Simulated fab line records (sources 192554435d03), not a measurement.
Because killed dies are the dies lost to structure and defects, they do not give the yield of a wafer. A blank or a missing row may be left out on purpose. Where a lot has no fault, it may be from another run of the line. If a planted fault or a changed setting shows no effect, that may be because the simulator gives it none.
fab line records + flow n5-finfet
record:
- lots: 4
- wafers: 12
- last-day: 18
route steps=1938 shown BEOL_M6@1254 BEOL_M7@1263
lots with no fault: from the same line, run without faults
start-h: hours from the record's opening day to when the first of the lot's shown wafers began + wait-h: hours from the lot's prior step to this one + " identical to the entry in the row above + L1.1+2: a single row standing in for several wafers + - no value, or no start was given + * or withheld: withheld + < > ~ a bound
route shown NAME@n: NAME is a module with steps in the file, n the number in the route of the first one + usual: mean/standard deviation of fault-free wafers + same: alike in all rows + chamber/n: place in a boat + sites: each site's reading + _std_site: how widely they spread, as a standard deviation + _edge_site: inner sites' mean taken away from outer sites' mean + radius-mm: how far each site lies from the wafer's centre + mask NAME#n: copy n + behind: the tool/chamber that last shaped the wafer + hold: why the lot was held/for how many hours/how that ended + device: the n, p or np transistor that did not switch + end of line: the same wafers' tests at the end of the route + a step without rows: its recipe alone + killed: at the first sort, the dies lost to defects and structure; wafer yield is something else + map: per-die view of a wafer (x killed, . not killed, _ where there is no die)
set.NAME: the run value of the setting; set.NAME@STEP: its run value at that earlier step + model.NAME: the simulator's own value behind a step, which no gauge read
lots at selected steps of the route; one table per step, one row per wafer
services: the hour from which a tool's chamber was out of use, counted from the record's first day as start-h (under 0 if before that day), plus the number of hours and why
== steps ==
step: N5_BEOL_M6_SPUTTER_48
recipe:
- material: Cu
- target-thk-a: 100
- temp-c: -20
- bias-v: 60
- power-w: 26000
- chamber-pressure-pa: 0.13
- time-s: 1.667
step: N5_BEOL_M6_ECD_50
recipe:
- material: Cu
- target-thk-a: 3000
step: N5_BEOL_M6_ANNEAL_51
recipe:
- temp-c: 225
- time-s: 90
- ambient: N2
step: N5_BEOL_M6_CMP_52
recipe:
- stop-on: SiCOH_lowk
- t-overpolish-s: 6.9
- down-force-psi: 1
- platen-rpm: 50
- clearing-platen-down-force-psi: 1.5
- clearing-platen-rpm: 50
- post-cmp-clean: cu-alkaline
- target-thk-nm: 80
- clearing-platen-pad-velocity-m-s: 0.99484
- pad-velocity-m-s: 0.99484
step: N5_BEOL_M6_PRE_CLEAN_55
recipe:
- gas: NH3
- time-s: 15
- temp-c: withheld
- rf-power-w: 300
step: N5_BEOL_M6_DEP_56
recipe:
- material: SiCN
- target-thk-a: 100
- temp-c: withheld
- precursor: 3MS/NH3
- pressure-torr: 3
- rf-w: 202
- time-s: 17.5
step: N5_BEOL_M7_ILD_DEP_00
recipe:
- material: SiCOH_lowk
- target-thk-a: 1797.5
- temp-c: 300
- precursor: DEMS/porogen
- pressure-torr: 5
- rf-w: 500
- time-s: 33.4
step: N5_BEOL_M7_CURE_74
recipe:
- temp-c: 385
- time-s: 240
- ambient: He/Ar
- material: SiCOH_lowk
step: N5_BEOL_M7_PECVD_70
recipe:
- material: SiO2
- target-thk-a: 200
- temp-c: 400
- precursor: TEOS/O2
- pressure-torr: 5.5
- rf-w: 450
- teos-flow-sccm: 53.8
- gas: O2
- flow-sccm: 3000
- time-s: 22.7
usual:
- heater-power-outer-w: 437/83
- heater-power-w: 728/120
- showerhead-plenum-p-Torr: 8.76/0.053
- throttle-valve-pct: 22.4/1.2
| lot.wafer | tool     | chamber | start-h | wait-h | heater-power-outer-w | heater-power-w | showerhead-plenum-p-Torr | throttle-valve-pct | model.SiO2_of_BEOL_M7_PECVD_70.thk-nm |
|-----------|----------|---------|---------|--------|----------------------|----------------|--------------------------|--------------------|---------------------------------------|
| L826.3    | pecvd-04 | 1       | 235.61  | 0.1    | 414                  | 697            | 8.69                     | 22.3               | 20.2                                  |
| L826.5    | "        | 0       | "       | "      | 479                  | 782            | 8.77                     | 23.6               | 19.8                                  |
| L826.6    | "        | 1       | "       | "      | 405                  | 681            | 8.70                     | 22.4               | 20.2                                  |
| L837.1    | pecvd-04 | 0       | 300.57  | 0.0    | 523                  | 815            | 8.80                     | 23.7               | 18.4                                  |
| L837.3    | "        | 1       | "       | "      | 359                  | 627            | 8.70                     | 22.7               | 20                                    |
| L837.5    | "        | 1       | "       | "      | 385                  | 632            | 8.69                     | 22.3               | 18.8                                  |
| L836.4    | pecvd-03 | 1       | 310.20  | 0.1    | 399                  | 696            | 8.71                     | 22.7               | 20                                    |
| L836.5    | "        | 2       | "       | "      | 314                  | 610            | 8.81                     | 21.0               | 20                                    |
| L836.6    | "        | 0       | "       | "      | 508                  | 828            | 8.71                     | 22.1               | 20.2                                  |
| L838.1    | pecvd-04 | 0       | 331.58  | 0.0    | 471                  | 738            | 8.80                     | 23.9               | 18.2                                  |
| L838.2    | "        | 2       | "       | "      | 371                  | 629            | 8.84                     | 20.7               | 20                                    |
| L838.4    | "        | 2       | "       | "      | 360                  | 593            | 8.84                     | 20.6               | 20                                    |
step: N5_BEOL_M7_HM_DEP_02
recipe:
- material: TiN
- target-thk-a: 200
- temp-c: 25
- chamber-pressure-pa: 0.49996
step: N5_BEOL_M7_COAT_59
recipe:
- resist: SOC
- temp-c: 250
- time-s: 60
- spin-rpm: 1500
- resist-thk-nm: 100
step: N5_BEOL_M7_COAT_60
recipe:
- resist: SiARC
- temp-c: 220
- time-s: 60
- spin-rpm: 1500
- resist-thk-nm: 35
step: N5_BEOL_M7_COAT_05
recipe:
- resist: CAR-ArF
- spin-rpm: 1500
- resist-thk-nm: 90
step: N5_BEOL_M7_EBR_07
recipe:
- solvent: PGMEA
- ebr-width-mm: 1.5
step: N5_BEOL_M7_SOFTBAKE_06
recipe:
- temp-c: 110
- time-s: 60
- resist: CAR-ArF
step: N5_BEOL_M7_EXPOSE_08
recipe:
- mask-id: M7
- na: 1.35
- source-shape: dipole
- sigma-inner: 0.817
- sigma-outer: 0.97
- polarization: te
- dose-mj: 68.25
step: N5_BEOL_M7_PEB_09
recipe:
- peb-temp-c: withheld
- peb-time-s: 60
- resist: CAR-ArF
step: N5_BEOL_M7_DEVELOP_10
recipe:
- develop-time-s: 30
- developer: TMAH
- resist: CAR-ArF
- rinse-liquid: diw
- dry: air-spin
- dev-temp-c: 23
step: N5_BEOL_M7_DESCUM_16
recipe:
- chemistry: O2
- time-s: 7.9
- source-power-w: 50
- bias-power-w: 20
- pressure-mtorr: 20
- rf-frequency-hz: 2.712e+07
- temp-c: 40
- resist: CAR-ArF
- o2-flow-sccm: 225
step: N5_BEOL_M7_ETCH_61
recipe:
- chemistry: CF4
- target: SiARC
- target-depth-a: 455
- mask-material: CAR-ArF
- time-s: 75.8
- ion-energy-ev: 80
- pressure-mtorr: 40
- source-w: 545
- bias-w: 36
- Ar_flow_sccm: 100
- cf4-flow-sccm: 100
- ends: cleared
step: N5_BEOL_M7_ETCH_62
recipe:
- chemistry: N2/H2
- target: SOC
- target-depth-a: 1100
- overetch-a: 220
- mask-material: SiARC
- temp-c: 40
- time-s: 165
- ion-energy-ev: 200
- pressure-mtorr: 30
- source-w: 840
- bias-w: 150
- n2-flow-sccm: 200
- h2-flow-sccm: 200
step: N5_BEOL_M7_STRIP_68
recipe:
- chemistry: N2/H2
- temp-c: 40
- n2-flow-sccm: 200
- h2-flow-sccm: 200
- rf-frequency-hz: 6e+07
step: N5_BEOL_M7_STRIP_67
recipe:
- chemistry: CF4
- resist: SiARC
- power-w: 300
- bias-power-w: 75
- pressure-mtorr: 50
- cf4-flow-sccm: 150
- rf-frequency-hz: 6e+07
step: N5_BEOL_M7_HM_OPEN_17
recipe:
- chemistry: Cl2/BCl3
- target-depth-a: 200
- overetch-a: 60
- target: TiN
- mask-material: SOC
- ion-energy-ev: 150
- pressure-mtorr: 10
- icp-w: 1000
- bias-w: 126
- Cl2_flow_sccm: 53.25
- bcl3-flow-sccm: 21.75
- Ar_flow_sccm: 25
step: N5_BEOL_M7_STRIP_19
recipe:
- chemistry: O2
- power-w: 400
- temp-c: 40
- pressure-mtorr: 30
- rf-frequency-hz: 6e+07
- bias-power-w: 0
- overash-fraction: 0.2
- o2-flow-sccm: 225
step: N5_BEOL_M7_COAT_63
recipe:
- resist: SOC
- temp-c: 250
- time-s: 60
- spin-rpm: 1500
- resist-thk-nm: 60
step: N5_BEOL_M7_COAT_64
recipe:
- resist: SiARC
- temp-c: 220
- time-s: 60
- spin-rpm: 1500
- resist-thk-nm: 12
step: N5_BEOL_M7_COAT_71
recipe:
- resist: underlayer
- temp-c: 205
- time-s: 60
- spin-rpm: 1500
- resist-thk-nm: 5
step: N5_BEOL_M7_COAT_22
recipe:
- resist: CAR-EUV
- spin-rpm: 1500
- resist-thk-nm: 30
step: N5_BEOL_M7_EBR_24
recipe:
- solvent: PGMEA
- ebr-width-mm: 1.5
step: N5_BEOL_M7_SOFTBAKE_23
recipe:
- temp-c: 110
- time-s: 60
- resist: CAR-EUV
step: N5_BEOL_M7_EXPOSE_25
recipe:
- mask-id: V6
- na: 0.33
- source-shape: annular
- sigma-inner: 0.4
- sigma-outer: 0.8
- polarization: unpolarized
- target-cd-nm: 40
- dose-mj: 42.5
step: N5_BEOL_M7_PEB_26
recipe:
- peb-temp-c: 100
- peb-time-s: 60
- resist: CAR-EUV
step: N5_BEOL_M7_DEVELOP_27
recipe:
- develop-time-s: 30
- developer: TMAH
- resist: CAR-EUV
- rinse-liquid: surfactant-rinse
- dry: air-spin
- dev-temp-c: 23
step: N5_BEOL_M7_HM_STRIP_39
recipe:
- chemistry: peroxide-tin-strip
- material: TiN
- target-depth-a: 250
- temp-c: 50
- time-s: 158
| lot.wafer | tool         | chamber | start-h | wait-h | model.SiO2_of_BEOL_M7_PECVD_70.thk-nm |
|-----------|--------------|---------|---------|--------|---------------------------------------|
| L826.3+6  | wet-bench-06 | 3,6     | 241.14  | 0.0    | 20.2                                  |
| L826.5    | "            | 4       | "       | "      | 19.8                                  |
| L837.1    | wet-bench-06 | 1       | 303.88  | 0.0    | 18.2                                  |
| L837.3    | "            | 5       | "       | "      | 19.8                                  |
| L837.5    | "            | 0       | "       | "      | 18.6                                  |
| L836.4+6  | wet-bench-03 | 2,4     | 314.95  | 0.0    | 20                                    |
| L836.5    | "            | 5       | "       | "      | 19.8                                  |
| L838.1    | wet-bench-03 | 1       | 336.16  | 0.0    | 18                                    |
| L838.2+4  | "            | 0,7     | "       | "      | 19.8                                  |
== services ==
| tool         | chamber | start-h | hours | kind           |
|--------------|---------|---------|-------|----------------|
| pecvd-04     | 2       | 233.59  | 5.8   | repair         |
| pecvd-04     | -       | 265.39  | 0.2   | repair         |
| wet-bench-03 | -       | 268.87  | 2.0   | repair         |
| pecvd-04     | -       | 284.97  | 2.8   | pm             |
| pecvd-03     | 0       | 296.46  | 5.5   | scheduled-down |
== key ==
first-sign none at tools or gauges
model-effect:
- step: N5_BEOL_M7_PECVD_70
- value: SiO2_of_BEOL_M7_PECVD_70.thk-nm
- without: 19.6
- struck: 18.47
model-effect:
- step: N5_BEOL_M7_HM_STRIP_39
- value: SiO2_of_BEOL_M7_PECVD_70.thk-nm
- without: 19.4
- struck: 18.27
met-at N5_BEOL_M7_PECVD_70
struck-wafers L837.1,L837.5,L838.1
onset-between 235.61 300.57
fault:
- kind: process-parameter-drift
- tool: pecvd-04
- chamber: -
- onset-h: 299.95
- steps: N5_BEOL_M7_PECVD_70
- channel: time-s
- offset: *
- shape: step
- end-h: 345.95
- scope: struck-wafers-only
- acts-in: *
- stated: *
